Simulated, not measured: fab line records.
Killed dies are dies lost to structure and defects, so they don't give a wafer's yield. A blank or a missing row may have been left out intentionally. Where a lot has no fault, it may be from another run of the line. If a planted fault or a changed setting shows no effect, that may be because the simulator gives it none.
The tool behind it: which one? | flow nand-harc | Sampling: 13 lots, 39 wafers, 4 of 1302 route steps

WHAT THE GAUGES SHOWED, per wafer
The record lacks any reading of a measuring or inspecting step that a usual standard deviation could be used to judge.

EACH LOT AND THE TOOL THAT RAN IT (in order: tool; ch and the chambers of the sampled wafers; start)
lot  | NHARC_A_BLC_DEGAS_30         | NHARC_A_M0_DESCUM_14               | NHARC_A_M0_ETCH_34                 | NHARC_A_M0_ETCH_15
L328 | pvd-sputter-03, day 22 16:25 | rie-diel-06 ch 0,2,3, day 22 19:01 | rie-diel-06 ch 0,2,3, day 22 19:05 | rie-diel-06 ch 0,2,3, day 22 19:11
L329 | pvd-sputter-02, day 23 00:48 | rie-diel-05 ch 0,1,2, day 23 03:11 | rie-diel-05 ch 0,1,3, day 23 03:16 | rie-diel-05 ch 0,2,3, day 23 03:21
L330 | pvd-sputter-01, day 23 09:03 | rie-diel-05 ch 0,1,3, day 23 11:24 | rie-diel-05 ch 0,2,3, day 23 11:28 | rie-diel-05 ch 0,1,2, day 23 11:34
L332 | pvd-sputter-03, day 23 22:25 | rie-diel-06 ch 1,2,3, day 24 00:44 | rie-diel-06 ch 1,3, day 24 00:50   | rie-diel-06 ch 1,3, day 24 00:57
L333 | pvd-sputter-02, day 24 23:02 | rie-diel-06 ch 0,1,3, day 25 01:24 | rie-diel-06 ch 1,2,3, day 25 01:29 | rie-diel-06 ch 0,1,2, day 25 01:35
L334 | pvd-sputter-01, day 25 00:52 | rie-diel-08 ch 0,2,3, day 25 03:12 | rie-diel-08 ch 2,3, day 25 03:16   | rie-diel-08 ch 1,2,3, day 25 03:22
L337 | pvd-sputter-02, day 25 20:20 | rie-diel-05 ch 0,3, day 25 22:48   | rie-diel-05 ch 1,2, day 25 22:53   | rie-diel-05 ch 0,3, day 25 22:59
L335 | pvd-sputter-03, day 25 21:28 | rie-diel-05 ch 0,2, day 25 23:56   | rie-diel-05 ch 0,1,3, day 26 00:01 | rie-diel-05 ch 1,2,3, day 26 00:06
L336 | pvd-sputter-01, day 25 21:41 | rie-diel-06 ch 2,3, day 26 00:09   | rie-diel-06 ch 0,1,2, day 26 00:14 | rie-diel-06 ch 0,1,3, day 26 00:20
L341 | pvd-sputter-03, day 27 20:28 | rie-diel-05 ch 1,3, day 27 22:55   | rie-diel-05 ch 1,2, day 27 22:59   | rie-diel-05 ch 1,2,3, day 27 23:05
L343 | pvd-sputter-02, day 28 11:26 | rie-diel-05 ch 0,2,3, day 28 13:55 | rie-diel-05 ch 0,2,3, day 28 13:59 | rie-diel-05 ch 0,1,3, day 28 14:05
L342 | pvd-sputter-02, day 28 16:17 | rie-diel-05 ch 0,1, day 28 18:40   | rie-diel-05 ch 0,2,3, day 28 18:46 | rie-diel-05 ch 1,2,3, day 28 18:52
L351 | pvd-sputter-01, day 32 07:55 | rie-diel-05 ch 1,2,3, day 32 10:34 | rie-diel-05 ch 1,2,3, day 32 10:39 | rie-diel-05 ch 0,1,2, day 32 10:44
- NHARC_A_BLC_DEGAS_30: time 60 s.
- NHARC_A_M0_DESCUM_14: chemistry O2, time 3 s.
- NHARC_A_M0_ETCH_34: etches the open film in N2/H2, target depth 40 nm, overetch 12 nm, time 43.94 s.
- NHARC_A_M0_ETCH_15: etches the open film in C4F8/Ar, target depth 150 nm, overetch 15 nm, time 82.5 s.

AS READ BY THE TOOLS THEMSELVES (means over the sampled wafers that have a number; for cases with no such wafer, the mark the record gives instead)
NHARC_A_BLC_DEGAS_30. Usual: heater-power-w 459 W, standard deviation 44.
lot  | tool           | heater-power-w (W) | flag
L328 | pvd-sputter-03 | 467                |
L329 | pvd-sputter-02 | 489                |
L330 | pvd-sputter-01 | 454                |
L332 | pvd-sputter-03 | 483                |
L333 | pvd-sputter-02 | 465                |
L334 | pvd-sputter-01 | 457                |
L337 | pvd-sputter-02 | 459                |
L335 | pvd-sputter-03 | 423                |
L336 | pvd-sputter-01 | 477                |
L341 | pvd-sputter-03 | 450                |
L343 | pvd-sputter-02 | 460                |
L342 | pvd-sputter-02 | 447                |
L351 | pvd-sputter-01 | 430                |

NHARC_A_M0_DESCUM_14. Usual: drypump-motor-current-A 5.8 A, standard deviation 0.35; oes-product-au 1.001 a.u., standard deviation 0.013; rf-vpp-V 57.8 V, standard deviation 0.86; showerhead-plenum-p-Torr 1.90 Torr, standard deviation 0.083; throttle-valve-pct 11.312 %, standard deviation 0.0091.
lot  | tool        | drypump-motor-current-A (A) | oes-product-au (a.u.) | rf-vpp-V (V) | showerhead-plenum-p-Torr (Torr) | throttle-valve-pct (%) | flag
L328 | rie-diel-06 | 6.1                         | 0.998                 | 58.5         | 1.97                            | 11.320                 |
L329 | rie-diel-05 | 5.9                         | 1.000                 | 58.2         | 1.92                            | 11.316                 |
L330 | rie-diel-05 | 5.8                         | 0.986                 | 57.4         | 1.86                            | 11.315                 |
L332 | rie-diel-06 | 5.9                         | 1.003                 | 58.3         | 1.88                            | 11.317                 |
L333 | rie-diel-06 | 6.1                         | 1.001                 | 58.4         | 1.90                            | 11.307                 |
L334 | rie-diel-08 | 5.5                         | 0.993                 | 58.2         | 1.92                            | 11.316                 |
L337 | rie-diel-05 | 5.8                         | 1.001                 | 57.6         | 1.86                            | 11.319                 |
L335 | rie-diel-05 | 5.7                         | 1.011                 | 58.0         | 1.95                            | 11.307                 |
L336 | rie-diel-06 | 5.9                         | 1.013                 | 58.6         | 1.95                            | 11.311                 |
L341 | rie-diel-05 | 5.6                         | 1.000                 | 58.0         | 1.81                            | 11.322                 |
L343 | rie-diel-05 | 5.7                         | 0.999                 | 57.2         | 1.89                            | 11.306                 |
L342 | rie-diel-05 | 6.0                         | 0.987                 | 57.8         | 1.88                            | 11.308                 |
L351 | rie-diel-05 | 5.7                         | 1.003                 | 57.1         | 1.88                            | 11.324                 |

NHARC_A_M0_ETCH_34. Usual: drypump-motor-current-A 5.8 A, standard deviation 0.34; oes-product-au 1.001 a.u., standard deviation 0.014; rf-vpp-V 430.1 V, standard deviation 2.5; run-length-s 64.9 s, standard deviation 0.49; showerhead-plenum-p-Torr 2.02 Torr, standard deviation 0.09; throttle-valve-pct 14.169 %, standard deviation 0.0096.
lot  | tool        | drypump-motor-current-A (A) | oes-product-au (a.u.) | rf-vpp-V (V) | run-length-s (s) | showerhead-plenum-p-Torr (Torr) | throttle-valve-pct (%) | flag
L328 | rie-diel-06 | 6.1                         | 1.012                 | 432.6        | 64.8             | 2.11                            | 14.165                 |
L329 | rie-diel-05 | 5.8                         | 0.994                 | 429.8        | 64.9             | 1.97                            | 14.177                 |
L330 | rie-diel-05 | 5.7                         | 0.981                 | 429.3        | 64.6             | 2.01                            | 14.163                 |
L332 | rie-diel-06 | 6.0                         | 1.017                 | 427.4        | 64.5             | 1.93                            | 14.160                 |
L333 | rie-diel-06 | 6.0                         | 1.006                 | 429.5        | 64.8             | 2.01                            | 14.163                 |
L334 | rie-diel-08 | 5.6                         | 0.998                 | 430.1        | 65.3             | 2.00                            | 14.167                 |
L337 | rie-diel-05 | 5.9                         | 0.996                 | 431.0        | 65.1             | 2.04                            | 14.166                 |
L335 | rie-diel-05 | 5.8                         | 0.999                 | 428.5        | 65.0             | 1.97                            | 14.169                 |
L336 | rie-diel-06 | 6.3                         | 1.021                 | 431.7        | 64.7             | 2.07                            | 14.172                 |
L341 | rie-diel-05 | 5.7                         | 0.998                 | 431.5        | 64.5             | 2.08                            | 14.163                 |
L343 | rie-diel-05 | 5.7                         | 1.002                 | 429.1        | 64.7             | 2.01                            | 14.169                 |
L342 | rie-diel-05 | 5.7                         | 0.999                 | 430.0        | 64.7             | 2.01                            | 14.171                 |
L351 | rie-diel-05 | 5.7                         | 0.995                 | 428.8        | 64.9             | 2.00                            | 14.166                 |

NHARC_A_M0_ETCH_15. Usual: oes-product-au 0.952 a.u., standard deviation 0.026; rf-vpp-V 440.3 V, standard deviation 2.8; run-length-s 103.4 s, standard deviation 0.48.
lot  | tool        | oes-product-au (a.u.) | rf-vpp-V (V) | run-length-s (s) | flag
L328 | rie-diel-06 | 0.966                 | 442.8        | 103.5            |
L329 | rie-diel-05 | 0.969                 | 441.0        | 103.4            |
L330 | rie-diel-05 | 0.921                 | 441.3        | 103.3            |
L332 | rie-diel-06 | 0.967                 | 438.1        | 103.3            |
L333 | rie-diel-06 | 0.980                 | 442.4        | 103.2            |
L334 | rie-diel-08 | 0.919                 | 439.3        | 104.0            |
L337 | rie-diel-05 | 0.970                 | 437.7        | 103.3            |
L335 | rie-diel-05 | 0.965                 | 439.5        | 103.2            |
L336 | rie-diel-06 | 0.972                 | 441.4        | 103.1            |
L341 | rie-diel-05 | 0.965                 | 439.7        | 103.3            |
L343 | rie-diel-05 | 0.961                 | 439.0        | 103.7            |
L342 | rie-diel-05 | 0.941                 | 440.0        | 103.2            |
L351 | rie-diel-05 | 0.962                 | 440.8        | 94.6             | OFF

THE ANSWER, worked out from the rows above alone
Rule: take the mean of a lot's wafers that have a number; if it is more than 3 standard deviations from the usual mean, the lot is off. A lot without any number at a reading at which 4 lots or more have one is off too. The other lots that the step has rows for count as sound. After the gauges, taken in route order, come the tools' own readings; for these a lot's mean is taken, as printed above. The first step at which some lot is off is used, and at that step the reading that is off furthest; a lot without a number counts as furthest.
Off, at NHARC_A_M0_ETCH_15 on run-length-s: L351.
A tool fits if, at that step or a process step before it, it ran every lot that is off, and no sound lot after the first of them. Undecided on this evidence; 2 tools fit (pvd-sputter-01 at NHARC_A_BLC_DEGAS_30, rie-diel-05 at NHARC_A_M0_DESCUM_14 and NHARC_A_M0_ETCH_34 and NHARC_A_M0_ETCH_15).

WHAT THE SIMULATOR HAD PUT IN
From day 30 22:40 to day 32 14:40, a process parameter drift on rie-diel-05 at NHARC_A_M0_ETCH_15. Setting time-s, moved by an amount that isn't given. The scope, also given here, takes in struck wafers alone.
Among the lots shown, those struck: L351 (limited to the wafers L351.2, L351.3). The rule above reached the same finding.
